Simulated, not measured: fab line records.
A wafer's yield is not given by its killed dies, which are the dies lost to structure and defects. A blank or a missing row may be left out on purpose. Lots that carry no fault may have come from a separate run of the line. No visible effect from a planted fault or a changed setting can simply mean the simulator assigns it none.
A lot that was struck, set against a sound lot :: flow nand_harc :: 15 out of 1159 route steps
Sound: these wafers, L405.3, L405.4, L405.6. The struck wafers were L421.2, L421.4, L421.5. At the end, the cause is stated.
For every step that has rows: the tool of each side, followed by ch and its chambers, followed by its first start. Under that, the readings that differ: sound wafers :: struck wafers :: difference of the means :: sigmas: that difference in standard deviations of wafers without a fault.
alike: a reading whose means differ by less than 2 such deviations, as well as words and numbers matching on both sides. not compared: withheld readings; readings where some wafer has no value; bounds like >300 that might hide an equal value; numbers whose values overlap and for which the record gives no deviation.
A row with sigmas, a row that says differs or no value, or rows on one side alone: a step with any of these is where the two part. Numbers that have no deviation but don't overlap get no sigmas and don't part them. A reading that every wafer of one side lacks parts them only if that side has two wafers or more.

first, 1 step without rows for these wafers: NHARC_A_CONTACT_ETCH_78 (etches the open film in O2/COS, target depth 2800 nm, time 728 s).
NHARC_A_CONTACT_ETCH_124: etches the open film in C4F8/O2/Ar, time 140 s, target depth 700 nm.
  sound on har_cap_etch-01 ch 0,1, day 16 21:53; struck on har_cap_etch-03 ch 1, day 21 12:23
  not compared: rf_hours_counter_h
NHARC_A_CONTACT_ETCH_125: etches the open film in C4F8/O2/Ar, time 155 s, target depth 956 nm.
  sound on har_cap_etch-01 ch 0,1, day 16 22:04; struck on har_cap_etch-03 ch 1, day 21 12:35
  not compared: rf_hours_counter_h
then, 5 steps without rows for these wafers: NHARC_A_CONTACT_ETCH_126 (etches the open film in C4F8/O2/Ar, time 155 s, target depth 956 nm); NHARC_A_CONTACT_ETCH_127 (etches the open film in C4F8/O2/Ar, time 155 s, target depth 956 nm); NHARC_A_CONTACT_ETCH_128 (etches the open film in C4F8/O2/Ar, time 155 s, target depth 956 nm); NHARC_A_CONTACT_ETCH_129 (etches the open film in C4F8/O2/Ar, time 155 s, target depth 956 nm); NHARC_A_CONTACT_ETCH_130 (etches the open film in C4F8/O2/Ar, time 155 s, target depth 956 nm).
NHARC_A_CONTACT_ETCH_131: etches the open film in C4F8/O2/Ar, time 155 s, target depth 956 nm.
  sound on har_cap_etch-01 ch 0,1, day 16 22:55; struck on har_cap_etch-03 ch 1, day 21 13:26
  not compared: rf_hours_counter_h
NHARC_A_CONTACT_ETCH_132: etches the open film in C4F8/O2/Ar, time 156 s, target depth 958 nm.
  sound on har_cap_etch-01 ch 0,1, day 16 23:04; struck on har_cap_etch-03 ch 1, day 21 13:35
  not compared: rf_hours_counter_h
then, 1 step without rows for these wafers: NHARC_A_CONTACT_ETCH_133 (etches the open film in C4F8/O2/Ar, time 195 s, target depth 840 nm).
NHARC_A_CONTACT_ETCH_91: etches the open film in CH3F/O2, target depth 40 nm, time 85.7 s.
  sound on rie_diel-04 ch 1,2,3, day 16 23:45; struck on rie_diel-04 ch 0,2,3, day 21 14:20
  alike: drypump_motor_current_A, mfc_ar_sccm, oes_product_au, rf_fwd_power_W, rf_vpp_V, showerhead_plenum_p_Torr, throttle_valve_pct
  not compared: rf_hours_counter_h
NHARC_A_CONTACT_ETCH_97: etches the open film in C4F6/O2, target depth 20 nm, time 10 s.
  sound on rie_diel-04 ch 0,2,3, day 16 23:52; struck on rie_diel-04 ch 1,2, day 21 14:47
reading: oes_product_au (a.u.)
sound: 0.952 0.932 0.942
struck: 0.727 0.703 0.713
difference: -0.228
sigmas: -11
  alike: drypump_motor_current_A, mfc_ar_sccm, rf_fwd_power_W, rf_vpp_V, showerhead_plenum_p_Torr, throttle_valve_pct
  not compared: rf_hours_counter_h
NHARC_A_CONTACT_CD_MEAS_80:
  sound: cd_sem-01 at day 16 23:57; struck: cd_sem-01 at day 21 14:52
  alike: cd_nm
-- record jumps: 2 days between struck wafers' starts before vs after; left off in module A_CONTACT, resumes in module END, first step shown is number 1159 of the route --
NHARC_END_SORT_01:
  at this point the record logs the struck wafers (prober-01 ch 0, day 24 01:55) and has no rows for the sound ones

## WHERE THEY PART
At NHARC_A_CONTACT_ETCH_97 first; at NHARC_END_SORT_01 last (within this record only).

WHY: whatever the simulator had introduced
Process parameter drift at NHARC_A_CONTACT_ETCH_97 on rie_diel-04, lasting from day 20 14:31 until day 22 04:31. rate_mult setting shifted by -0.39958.
